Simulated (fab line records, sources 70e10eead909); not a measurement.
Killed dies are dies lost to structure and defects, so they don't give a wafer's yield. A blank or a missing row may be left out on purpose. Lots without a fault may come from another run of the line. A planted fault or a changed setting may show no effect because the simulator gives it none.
Problem report in the 8D (eight disciplines) form, filled by code | flow nand_harc | the parts of the form that need people (team, actions taken, sign-off) are left out

1. THE PROBLEM
cd_nm at NHARC_P_GATE_CD_MEAS_59 reads a mean of 703.1 nm on 12 wafers of 4 lots; wafers without a fault read 718.7 nm with a standard deviation of 1.6. That is -9.8 standard deviations from the usual mean.
The step: target cd 720 nm.
First seen on wafer L736.1, day 12 16:43, on cd_sem-01. The record holds 36 wafers of 12 lots with a number at this step. Rule for "out", or "out of limits": more than 4 standard deviations from the usual mean. The other wafers with a number count as sound.

2. WHAT IT IS AND WHAT IT IS NOT
question                    | is                              | is not
which readings at this step | cd_nm                           | -
which lots                  | L736, L738, L740, L741          | L721, L723, L725, L727, L733, L734, L735, L742
which wafers of those lots  | all that have a number          | -
read on which gauges        | cd_sem-01, cd_sem-02, cd_sem-03 | -
when                        | from day 12 16:43               | up to then (21 sound wafers); but 3 sound wafers of L742 came after

3. SUSPECTS, AND WHAT RULES EACH OUT
Counting: a tool at a process step up to the reading stays a suspect if it ran every lot that is out and no sound lot after the first of them.
- the gauge at NHARC_P_GATE_CD_MEAS_59: ruled out. The wafers that are out were read on 3 gauges (cd_sem-01, cd_sem-02, cd_sem-03).
- krf_scanner-03 at NHARC_P_GATE_EXPOSE_56 (exposes mask P PSD, target cd 720 nm): kept. It ran every lot that is out, first L736 (day 12 16:33), and no sound lot after that; its last sound lot up to then is L735 (day 12 08:01). Its own readings are out on those wafers: exposure_dose_mJ_cm2.
Left after counting: krf_scanner-03 at NHARC_P_GATE_EXPOSE_56.

4. THE CAUSE (what the simulator had put in)
Process parameter drift: krf_scanner-03, from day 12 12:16 on, at NHARC_P_GATE_EXPOSE_56. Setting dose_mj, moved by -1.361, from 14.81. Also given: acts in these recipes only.
Counting left only this tool.

5. THE CHAIN OF EFFECTS, in route order
Each row: a reading whose mean over the struck wafers that have a number lies more than 3 standard deviations from the usual. Only readings for which the record gives a usual standard deviation are gone through. hours: the time from each lot's start at the first step in this table that gives one to its start at this step, as a median over the lots. sigmas: the change in usual standard deviations.
hours | step                    | reading              | usual    | on struck wafers | change | sigmas
0     | NHARC_P_GATE_EXPOSE_56  | exposure_dose_mJ_cm2 | 14.811   | 13.451           | -1.360 | -97
0     | NHARC_P_GATE_CD_MEAS_59 | cd_nm                | 718.7 nm | 703.1            | -15.6  | -9.8
The process steps in it:
- NHARC_P_GATE_EXPOSE_56: exposes mask P PSD, target cd 720 nm.
Later measuring or inspecting steps at which every struck wafer that the step has a row for has a number for every such reading, and none has moved that far: NHARC_END_SORT_01.

6. WHAT WOULD HAVE CAUGHT IT SOONER
In this record the first reading out of limits at a measuring or inspecting step was taken at day 12 16:43, 4 hours after the fault began at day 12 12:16.
The tool's own readings at NHARC_P_GATE_EXPOSE_56 were out on every struck wafer that the step has a row for (exposure_dose_mJ_cm2): an alarm limit on them would have fired on the first of those.
Of the lots that are out (4), L738, L740, L741 began NHARC_P_GATE_EXPOSE_56 on krf_scanner-03 after day 12 16:43. A hold on the tool at that time would have spared those 3.
